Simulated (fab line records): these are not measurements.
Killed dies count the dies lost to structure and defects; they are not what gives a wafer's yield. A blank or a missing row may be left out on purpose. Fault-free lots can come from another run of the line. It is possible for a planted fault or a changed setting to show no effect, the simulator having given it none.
Which of the tools did it? + flow nand harc + 69 wafers from 23 lots sampled at 6 of the route's 1302 steps

## WHAT EACH GAUGE READ, for each wafer
No reading from a measuring or inspecting step in the record can be judged against a usual standard deviation.

## TOOL THAT RAN EACH LOT (tool first, then ch and the chambers of the sampled wafers, then the start)
| lot  | NHARC_A_STAIRCASE_ETCH_13                     | NHARC_A_STAIRCASE_ETCH_17                     | NHARC_A_STAIRCASE_ETCH_203                    | NHARC_A_STAIRCASE_TRIM_235                    | NHARC_A_STAIRCASE_HM_DEP_456  | NHARC_A_STAIRCASE_HM_OPEN_457  |
|------|-----------------------------------------------|-----------------------------------------------|-----------------------------------------------|-----------------------------------------------|-------------------------------|--------------------------------|
| L074 | rie diel-08 ch 0,2,3, day 16 03:35 or earlier | rie diel-08 ch 0,2, day 16 03:35 or earlier   | rie diel-03 ch 1,2,3, day 16 03:35 or earlier | rie diel-03 ch 0,1,2, day 16 03:35 or earlier | acl dep-03 ch 0, day 16 03:35 | rie diel-03 ch 0,3, no start   |
| L075 | rie diel-03 ch 1,2, day 16 09:13 or earlier   | rie diel-03 ch 0,2,3, day 16 09:13 or earlier | rie diel-03 ch 0,1,2, day 16 09:13 or earlier | rie diel-08 ch 0,2,3, day 16 09:13 or earlier | acl dep-02 ch 0, day 16 09:13 | rie diel-03 ch 0,1, no start   |
| L076 | rie diel-02 ch 0,2,3, day 17 03:22 or earlier | rie diel-02 ch 0,2,3, day 17 03:22 or earlier | rie diel-02 ch 0,1,3, day 17 03:22 or earlier | rie diel-02 ch 0,2,3, day 17 03:22 or earlier | acl dep-02 ch 0, day 17 03:22 | rie diel-02 ch 0,1,2, no start |
| L077 | rie diel-03 ch 1,2, day 17 22:41 or earlier   | rie diel-03 ch 0,3, day 17 22:41 or earlier   | rie diel-03 ch 1,2,3, day 17 22:41 or earlier | rie diel-03 ch 1,3, day 17 22:41 or earlier   | acl dep-03 ch 0, day 17 22:41 | rie diel-08 ch 0,1,3, no start |
| L078 | rie diel-03 ch 0,1,3, day 18 00:31 or earlier | rie diel-03 ch 1,2,3, day 18 00:31 or earlier | rie diel-08 ch 1,2, day 18 00:31 or earlier   | rie diel-02 ch 0,2,3, day 18 00:31 or earlier | acl dep-02 ch 0, day 18 00:31 | rie diel-03 ch 1,2, no start   |
| L079 | rie diel-02 ch 1,2,3, day 18 13:50 or earlier | rie diel-02 ch 1,2,3, day 18 13:50 or earlier | rie diel-03 ch 0,1,3, day 18 13:50 or earlier | rie diel-02 ch 0,1,2, day 18 13:50 or earlier | acl dep-01 ch 0, day 18 13:50 | rie diel-08 ch 0,2,3, no start |
| L080 | rie diel-08 ch 0,2,3, day 18 17:21 or earlier | rie diel-08 ch 1,3, day 18 17:21 or earlier   | rie diel-03 ch 0,1, day 18 17:21 or earlier   | rie diel-08 ch 1,2,3, day 18 17:21 or earlier | acl dep-02 ch 0, day 18 17:21 | rie diel-08 ch 0,2, no start   |
| L081 | rie diel-03 ch 0,1,2, day 19 14:23 or earlier | rie diel-03 ch 0,1, day 19 14:23 or earlier   | rie diel-02 ch 1,2,3, day 19 14:23 or earlier | rie diel-08 ch 1,2, day 19 14:23 or earlier   | acl dep-02 ch 0, day 19 14:23 | rie diel-08 ch 1,2,3, no start |
| L083 | rie diel-08 ch 1,2,3, day 19 16:14 or earlier | rie diel-08 ch 0,2,3, day 19 16:14 or earlier | rie diel-03 ch 0,2,3, day 19 16:14 or earlier | rie diel-08 ch 0,1,2, day 19 16:14 or earlier | acl dep-03 ch 0, day 19 16:14 | rie diel-03 ch 0,2,3, no start |
| L082 | rie diel-08 ch 0,2,3, day 19 18:24 or earlier | rie diel-08 ch 0,3, day 19 18:24 or earlier   | rie diel-02 ch 0,2,3, day 19 18:24 or earlier | rie diel-02 ch 2,3, day 19 18:24 or earlier   | acl dep-03 ch 0, day 19 18:24 | rie diel-03 ch 2,3, no start   |
| L084 | rie diel-02 ch 1,3, day 20 20:53 or earlier   | rie diel-02 ch 0,1,3, day 20 20:53 or earlier | rie diel-03 ch 2,3, day 20 20:53 or earlier   | rie diel-03 ch 1,2,3, day 20 20:53 or earlier | acl dep-02 ch 0, day 20 20:53 | rie diel-08 ch 1,2, no start   |
| L085 | rie diel-02 ch 0,3, day 21 01:29 or earlier   | rie diel-02 ch 0,3, day 21 01:29 or earlier   | rie diel-03 ch 0,2,3, day 21 01:29 or earlier | rie diel-08 ch 0,3, day 21 01:29 or earlier   | acl dep-03 ch 0, day 21 01:29 | rie diel-03 ch 0,2,3, no start |
| L087 | rie diel-02 ch 0,1, day 21 13:23 or earlier   | rie diel-02 ch 1,3, day 21 13:23 or earlier   | rie diel-08 ch 0,3, day 21 13:23 or earlier   | rie diel-08 ch 0,2,3, day 21 13:23 or earlier | acl dep-02 ch 0, day 21 13:23 | rie diel-03 ch 0,2,3, no start |
| L089 | rie diel-08 ch 1,2, day 22 04:26 or earlier   | rie diel-08 ch 0,2,3, day 22 04:26 or earlier | rie diel-02 ch 0,1,3, day 22 04:26 or earlier | rie diel-03 ch 0,3, day 22 04:26 or earlier   | acl dep-03 ch 0, day 22 04:26 | rie diel-03 ch 0,1, no start   |
| L088 | rie diel-08 ch 0,2, day 22 03:26 or earlier   | rie diel-08 ch 1,2, day 22 03:26 or earlier   | rie diel-08 ch 0,1,2, day 22 03:26 or earlier | rie diel-08 ch 0,3, day 22 03:26 or earlier   | acl dep-01 ch 0, day 22 03:26 | rie diel-03 ch 0,2,3, no start |
| L091 | rie diel-08 ch 1,2, day 23 02:48 or earlier   | rie diel-08 ch 0,1, day 23 02:48 or earlier   | rie diel-03 ch 0,2,3, day 23 02:48 or earlier | rie diel-08 ch 0,1, day 23 02:48 or earlier   | acl dep-01 ch 0, day 23 02:48 | rie diel-03 ch 1,2, no start   |
| L090 | rie diel-02 ch 1,2, day 23 02:53 or earlier   | rie diel-02 ch 0,1, day 23 02:53 or earlier   | rie diel-03 ch 0,1, day 23 02:53 or earlier   | rie diel-03 ch 0,3, day 23 02:53 or earlier   | acl dep-03 ch 0, day 23 02:53 | rie diel-02 ch 1,2, no start   |
| L092 | rie diel-08 ch 0,3, day 24 01:14 or earlier   | rie diel-08 ch 0,2,3, day 24 01:14 or earlier | rie diel-03 ch 0,1,3, day 24 01:14 or earlier | rie diel-02 ch 1,2,3, day 24 01:14 or earlier | acl dep-03 ch 0, day 24 01:14 | rie diel-03 ch 0,1,2, no start |
| L093 | rie diel-08 ch 1,2, day 24 07:18 or earlier   | rie diel-08 ch 0,3, day 24 07:18 or earlier   | rie diel-03 ch 0,1,2, day 24 07:18 or earlier | rie diel-02 ch 1,2,3, day 24 07:18 or earlier | acl dep-02 ch 0, day 24 07:18 | rie diel-02 ch 0,2, no start   |
| L095 | rie diel-02 ch 0,3, day 25 02:22 or earlier   | rie diel-02 ch 0,1, day 25 02:22 or earlier   | rie diel-08 ch 1,2, day 25 02:22 or earlier   | rie diel-08 ch 0,1, day 25 02:22 or earlier   | acl dep-02 ch 0, day 25 02:22 | rie diel-02 ch 0,1, no start   |
| L094 | rie diel-02 ch 0,1,3, day 25 01:50 or earlier | rie diel-02 ch 0,1, day 25 01:50 or earlier   | rie diel-02 ch 0,3, day 25 01:50 or earlier   | rie diel-08 ch 1,2,3, day 25 01:50 or earlier | acl dep-01 ch 0, day 25 01:50 | rie diel-03 ch 1,3, no start   |
| L097 | rie diel-08 ch 0,2, day 25 12:42 or earlier   | rie diel-08 ch 1,2, day 25 12:42 or earlier   | rie diel-08 ch 0,2,3, day 25 12:42 or earlier | rie diel-02 ch 1,2,3, day 25 12:42 or earlier | acl dep-02 ch 0, day 25 12:42 | rie diel-02 ch 0,3, no start   |
| L096 | rie diel-03 ch 0,1,3, day 25 13:01 or earlier | rie diel-03 ch 0,2,3, day 25 13:01 or earlier | rie diel-08 ch 0,2,3, day 25 13:01 or earlier | rie diel-08 ch 0,2,3, day 25 13:01 or earlier | acl dep-03 ch 0, day 25 13:01 | rie diel-02 ch 0,1,3, no start |
- NHARC_A_STAIRCASE_ETCH_13: etches the open film in C4F8/O2, target depth 100 nm, time 40.5 s.
- NHARC_A_STAIRCASE_ETCH_17: etches the open film in C4F8/O2, target depth 100 nm, time 40.5 s.
- NHARC_A_STAIRCASE_ETCH_203: etches the open film in C4F8/O2, target depth 100 nm, time 40.5 s.
- NHARC_A_STAIRCASE_TRIM_235: chemistry O2, time 211.2 s.
- NHARC_A_STAIRCASE_HM_DEP_456: deposits aC, target thk 3100 nm.
- NHARC_A_STAIRCASE_HM_OPEN_457: chemistry O2/COS.

## AS READ BY THE TOOLS THEMSELVES (means over the sampled wafers that have a number; for cases with no such wafer, the mark the record gives instead)
NHARC_A_STAIRCASE_ETCH_13. Usual: bias w 999.3 W, standard deviation 2.6; oes product au 0.942 a.u., standard deviation 0.013; rf vpp V 896 V, standard deviation 5.4.
| lot  | tool        | bias w (W) | oes product au (a.u.) | rf vpp V (V) | flag |
|------|-------------|------------|-----------------------|--------------|------|
| L074 | rie diel-08 | 1001.6     | 0.940                 | 898          |      |
| L075 | rie diel-03 | 997.7      | 0.940                 | 897          |      |
| L076 | rie diel-02 | 1001.5     | 0.929                 | 894          |      |
| L077 | rie diel-03 | 998.5      | 0.936                 | 894          |      |
| L078 | rie diel-03 | 999.1      | 0.924                 | 899          |      |
| L079 | rie diel-02 | 1000.9     | 0.950                 | 897          |      |
| L080 | rie diel-08 | 1000.3     | 0.940                 | 898          |      |
| L081 | rie diel-03 | 998.5      | 0.948                 | 894          |      |
| L083 | rie diel-08 | 1000.1     | 0.951                 | 897          |      |
| L082 | rie diel-08 | 1000.9     | 0.930                 | 897          |      |
| L084 | rie diel-02 | 997.7      | 0.915                 | 892          |      |
| L085 | rie diel-02 | 998.5      | 0.937                 | 890          |      |
| L087 | rie diel-02 | 1000.1     | 0.938                 | 899          |      |
| L089 | rie diel-08 | 999.0      | 0.954                 | 893          |      |
| L088 | rie diel-08 | 1000.1     | 0.941                 | 894          |      |
| L091 | rie diel-08 | 998.8      | 0.964                 | 894          |      |
| L090 | rie diel-02 | 1002.0     | 0.962                 | 902          |      |
| L092 | rie diel-08 | 1001.2     | 0.948                 | 899          |      |
| L093 | rie diel-08 | 998.1      | 0.936                 | 895          |      |
| L095 | rie diel-02 | 998.9      | 0.943                 | 891          |      |
| L094 | rie diel-02 | 999.8      | 0.931                 | 894          |      |
| L097 | rie diel-08 | 999.4      | 0.949                 | 894          |      |
| L096 | rie diel-03 | 1000.1     | 0.953                 | 898          |      |

NHARC_A_STAIRCASE_ETCH_17. Usual: bias w 1000 W, standard deviation 3; oes product au 0.941 a.u., standard deviation 0.0083; rf vpp V 896 V, standard deviation 5.3.
| lot  | tool        | bias w (W) | oes product au (a.u.) | rf vpp V (V) | flag |
|------|-------------|------------|-----------------------|--------------|------|
| L074 | rie diel-08 | 1002       | 0.932                 | 895          |      |
| L075 | rie diel-03 | 999        | 0.937                 | 896          |      |
| L076 | rie diel-02 | 997        | 0.940                 | 894          |      |
| L077 | rie diel-03 | 1001       | 0.930                 | 900          |      |
| L078 | rie diel-03 | 1000       | 0.931                 | 899          |      |
| L079 | rie diel-02 | 1000       | 0.941                 | 897          |      |
| L080 | rie diel-08 | 1002       | 0.946                 | 900          |      |
| L081 | rie diel-03 | 1001       | 0.945                 | 895          |      |
| L083 | rie diel-08 | 998        | 0.950                 | 898          |      |
| L082 | rie diel-08 | 1000       | 0.937                 | 899          |      |
| L084 | rie diel-02 | 998        | 0.932                 | 894          |      |
| L085 | rie diel-02 | 999        | 0.933                 | 889          |      |
| L087 | rie diel-02 | 999        | 0.944                 | 898          |      |
| L089 | rie diel-08 | 1000       | 0.941                 | 897          |      |
| L088 | rie diel-08 | 1002       | 0.942                 | 896          |      |
| L091 | rie diel-08 | 999        | 0.952                 | 893          |      |
| L090 | rie diel-02 | 998        | 0.949                 | 896          |      |
| L092 | rie diel-08 | 1001       | 0.940                 | 898          |      |
| L093 | rie diel-08 | 1001       | 0.942                 | 896          |      |
| L095 | rie diel-02 | 996        | 0.939                 | 900          |      |
| L094 | rie diel-02 | 1003       | 0.935                 | 896          |      |
| L097 | rie diel-08 | 999        | 0.939                 | 893          |      |
| L096 | rie diel-03 | 999        | 0.946                 | 895          |      |

NHARC_A_STAIRCASE_ETCH_203. Usual: bias w 1000.0 W, standard deviation 2.6; oes product au 0.944 a.u., standard deviation 0.0081; rf vpp V 896 V, standard deviation 5.3.
| lot  | tool        | bias w (W) | oes product au (a.u.) | rf vpp V (V) | flag |
|------|-------------|------------|-----------------------|--------------|------|
| L074 | rie diel-03 | 1001.1     | 0.946                 | 899          |      |
| L075 | rie diel-03 | 1000.4     | 0.944                 | 895          |      |
| L076 | rie diel-02 | 1000.4     | 0.939                 | 896          |      |
| L077 | rie diel-03 | 998.9      | 0.941                 | 898          |      |
| L078 | rie diel-08 | 999.2      | 0.946                 | 896          |      |
| L079 | rie diel-03 | 999.2      | 0.935                 | 900          |      |
| L080 | rie diel-03 | 1002.0     | 0.945                 | 898          |      |
| L081 | rie diel-02 | 1000.5     | 0.945                 | 896          |      |
| L083 | rie diel-03 | 999.9      | 0.943                 | 895          |      |
| L082 | rie diel-02 | 1001.0     | 0.941                 | 893          |      |
| L084 | rie diel-03 | 999.4      | 0.948                 | 895          |      |
| L085 | rie diel-03 | 1001.9     | 0.933                 | 895          |      |
| L087 | rie diel-08 | 1000.7     | 0.941                 | 900          |      |
| L089 | rie diel-02 | 997.1      | 0.946                 | 894          |      |
| L088 | rie diel-08 | 1000.9     | 0.952                 | 893          |      |
| L091 | rie diel-03 | 1002.0     | 0.946                 | 895          |      |
| L090 | rie diel-03 | 1001.4     | 0.946                 | 894          |      |
| L092 | rie diel-03 | 1002.1     | 0.949                 | 898          |      |
| L093 | rie diel-03 | 1001.0     | 0.950                 | 894          |      |
| L095 | rie diel-08 | 998.2      | 0.948                 | 896          |      |
| L094 | rie diel-02 | 998.9      | 0.941                 | 890          |      |
| L097 | rie diel-08 | 1000.0     | 0.939                 | 897          |      |
| L096 | rie diel-08 | 1000.4     | 0.949                 | 897          |      |

NHARC_A_STAIRCASE_TRIM_235. Usual: drypump motor current A 6.1 A, standard deviation 0.34; mfc ar sccm 0.011 sccm, standard deviation 0.011; oes product au 1.000 a.u., standard deviation 0.0076; rf vpp V 57.7 V, standard deviation 0.89; showerhead plenum p Torr 3.53 Torr, standard deviation 0.14; throttle valve pct 17.036 %, standard deviation 0.0092.
| lot  | tool        | drypump motor current A (A) | mfc ar sccm (sccm) | oes product au (a.u.) | rf vpp V (V) | showerhead plenum p Torr (Torr) | throttle valve pct (%) | flag |
|------|-------------|-----------------------------|--------------------|-----------------------|--------------|---------------------------------|------------------------|------|
| L074 | rie diel-03 | 5.9                         | 0.005              | 0.993                 | 56.6         | 3.50                            | 17.037                 |      |
| L075 | rie diel-08 | 6.3                         | 0.015              | 1.010                 | 58.3         | 3.59                            | 17.032                 |      |
| L076 | rie diel-02 | 6.1                         | 0.013              | 0.996                 | 58.0         | 3.46                            | 17.042                 |      |
| L077 | rie diel-03 | 5.8                         | 0.012              | 1.000                 | 58.4         | 3.68                            | 17.040                 |      |
| L078 | rie diel-02 | 6.1                         | 0.013              | 1.001                 | 57.5         | 3.46                            | 17.027                 |      |
| L079 | rie diel-02 | 6.0                         | 0.012              | 1.008                 | 56.9         | 3.61                            | 17.040                 |      |
| L080 | rie diel-08 | 6.0                         | 0.006              | 0.997                 | 58.3         | 3.58                            | 17.041                 |      |
| L081 | rie diel-08 | 6.0                         | 0.011              | 1.007                 | 57.6         | 3.52                            | 17.047                 |      |
| L083 | rie diel-08 | 6.1                         | 0.014              | 1.002                 | 58.2         | 3.48                            | 17.045                 |      |
| L082 | rie diel-02 | 6.3                         | 0.023              | 0.992                 | 57.4         | 3.51                            | 17.034                 |      |
| L084 | rie diel-03 | 6.1                         | 0.010              | 0.996                 | 58.0         | 3.59                            | 17.040                 |      |
| L085 | rie diel-08 | 6.2                         | 0.011              | 1.004                 | 58.1         | 3.63                            | 17.047                 |      |
| L087 | rie diel-08 | 6.2                         | 0.015              | 1.003                 | 57.9         | 3.57                            | 17.036                 |      |
| L089 | rie diel-03 | 6.0                         | 0.019              | 1.008                 | 58.5         | 3.63                            | 17.038                 |      |
| L088 | rie diel-08 | 6.2                         | 0.011              | 1.001                 | 58.2         | 3.63                            | 17.043                 |      |
| L091 | rie diel-08 | 5.9                         | 0.009              | 0.994                 | 57.2         | 3.42                            | 17.039                 |      |
| L090 | rie diel-03 | 5.9                         | 0.013              | 1.000                 | 57.4         | 3.52                            | 17.037                 |      |
| L092 | rie diel-02 | 6.0                         | 0.012              | 0.991                 | 57.8         | 3.54                            | 17.031                 |      |
| L093 | rie diel-02 | 6.0                         | 0.012              | 0.996                 | 57.2         | 3.54                            | 17.040                 |      |
| L095 | rie diel-08 | 6.0                         | 0.009              | 1.001                 | 57.1         | 3.42                            | 17.031                 |      |
| L094 | rie diel-08 | 6.0                         | 0.006              | 0.997                 | 58.2         | 3.55                            | 17.029                 |      |
| L097 | rie diel-02 | 6.0                         | 0.012              | 0.990                 | 58.1         | 3.71                            | 17.035                 |      |
| L096 | rie diel-08 | 6.3                         | 0.015              | 1.007                 | 57.5         | 3.56                            | 17.029                 |      |

NHARC_A_STAIRCASE_HM_DEP_456. Usual: throttle valve pct reads 34.999 % (standard deviation 0.01).
| lot  | tool       | throttle valve pct (%) | flag |
|------|------------|------------------------|------|
| L074 | acl dep-03 | 34.993                 |      |
| L075 | acl dep-02 | 34.992                 |      |
| L076 | acl dep-02 | 35.009                 |      |
| L077 | acl dep-03 | 34.996                 |      |
| L078 | acl dep-02 | 35.011                 |      |
| L079 | acl dep-01 | 35.005                 |      |
| L080 | acl dep-02 | 35.009                 |      |
| L081 | acl dep-02 | 35.002                 |      |
| L083 | acl dep-03 | 35.009                 |      |
| L082 | acl dep-03 | 35.009                 |      |
| L084 | acl dep-02 | 34.998                 |      |
| L085 | acl dep-03 | 34.992                 |      |
| L087 | acl dep-02 | 35.001                 |      |
| L089 | acl dep-03 | 35.008                 |      |
| L088 | acl dep-01 | 34.987                 |      |
| L091 | acl dep-01 | 35.010                 |      |
| L090 | acl dep-03 | 34.999                 |      |
| L092 | acl dep-03 | 34.999                 |      |
| L093 | acl dep-02 | 34.995                 |      |
| L095 | acl dep-02 | 34.994                 |      |
| L094 | acl dep-01 | 35.003                 |      |
| L097 | acl dep-02 | 34.993                 |      |
| L096 | acl dep-03 | 34.996                 |      |

NHARC_A_STAIRCASE_HM_OPEN_457. Usual: bias w 300.0 W, standard deviation 0.8; drypump motor current A 6.0 A, standard deviation 0.36; mfc ar sccm 0.009 sccm, standard deviation 0.01; oes product au 1.000 a.u., standard deviation 0.0085; rf vpp V 467.5 V, standard deviation 2.9; showerhead plenum p Torr 3.14 Torr, standard deviation 0.13; throttle valve pct 28.330 %, standard deviation 0.0088.
| lot  | tool        | bias w (W) | drypump motor current A (A) | mfc ar sccm (sccm) | oes product au (a.u.) | rf vpp V (V) | showerhead plenum p Torr (Torr) | throttle valve pct (%) | flag |
|------|-------------|------------|-----------------------------|--------------------|-----------------------|--------------|---------------------------------|------------------------|------|
| L074 | rie diel-03 | 300.8      | 6.0                         | 0.019              | 1.001                 | 469.5        | 3.24                            | 28.329                 |      |
| L075 | rie diel-03 | 299.6      | 5.7                         | 0.007              | 1.001                 | 467.0        | 3.11                            | 28.325                 |      |
| L076 | rie diel-02 | 300.9      | 6.0                         | 0.012              | 0.995                 | 468.7        | 3.20                            | 28.331                 |      |
| L077 | rie diel-08 | 299.8      | 6.1                         | 0.010              | 1.001                 | 467.2        | 3.14                            | 28.322                 |      |
| L078 | rie diel-03 | 299.9      | 6.2                         | 0.002              | 0.993                 | 466.2        | 3.08                            | 28.336                 |      |
| L079 | rie diel-08 | 300.0      | 6.2                         | 0.015              | 0.996                 | 468.8        | 3.17                            | 28.328                 |      |
| L080 | rie diel-08 | 299.2      | 6.3                         | 0.023              | 0.993                 | 465.7        | 3.09                            | 28.331                 |      |
| L081 | rie diel-08 | 300.7      | 6.0                         | 0.006              | 1.002                 | 468.1        | 3.17                            | 28.329                 |      |
| L083 | rie diel-03 | 299.6      | 6.1                         | 0.011              | 0.998                 | 467.1        | 3.11                            | 28.332                 |      |
| L082 | rie diel-03 | 300.8      | 6.3                         | 0.008              | 1.011                 | 465.7        | 3.10                            | 28.324                 |      |
| L084 | rie diel-08 | 299.7      | 5.9                         | 0.005              | 1.005                 | 466.3        | 3.07                            | 28.317                 |      |
| L085 | rie diel-03 | 299.0      | 6.1                         | 0.011              | 1.007                 | 466.6        | 3.11                            | 28.328                 |      |
| L087 | rie diel-03 | 300.5      | 6.1                         | 0.011              | 1.003                 | 466.3        | 3.11                            | 28.330                 |      |
| L089 | rie diel-03 | 299.7      | 5.6                         | 0.007              | 0.997                 | 468.1        | 3.15                            | 28.329                 |      |
| L088 | rie diel-03 | 300.2      | 6.1                         | 0.011              | 1.003                 | 466.6        | 3.10                            | 28.330                 |      |
| L091 | rie diel-03 | 300.3      | 5.9                         | 0.004              | 1.004                 | 467.1        | 3.13                            | 28.334                 |      |
| L090 | rie diel-02 | 300.7      | 6.2                         | 0.022              | 1.001                 | 469.9        | 3.23                            | 28.342                 |      |
| L092 | rie diel-03 | 299.5      | 5.9                         | 0.005              | 1.003                 | 466.2        | 3.07                            | 28.326                 |      |
| L093 | rie diel-02 | 300.2      | 6.1                         | 0.014              | 0.994                 | 466.4        | 3.09                            | 28.332                 |      |
| L095 | rie diel-02 | 299.4      | 5.6                         | 0.001              | 0.998                 | 468.4        | 3.20                            | 28.330                 |      |
| L094 | rie diel-03 | 299.5      | 5.8                         | 0.012              | 1.004                 | 469.5        | 3.23                            | 28.334                 |      |
| L097 | rie diel-02 | 299.5      | 5.9                         | 0.003              | 1.002                 | 467.9        | 3.14                            | 28.340                 |      |
| L096 | rie diel-02 | 299.9      | 5.7                         | 0.002              | 0.989                 | 469.8        | 3.23                            | 28.338                 |      |

## THE ANSWER, worked out from the rows above alone
Rule: a lot is off if the mean of its wafers that have a number lies more than 3 standard deviations from the usual mean. A lot without any number at a reading at which 4 lots or more have one is off too. All remaining lots with rows at the step are treated as sound. First the gauges in route order, then the tools' own readings, where a lot's mean is used as printed above. At the first step where some lot is off, the reading lying furthest off is the one used; lots without a number count as furthest.
No lot is off on any of the readings shown, so nothing can be concluded from this.

## WHAT HAD BEEN PUT IN BY THE SIMULATOR
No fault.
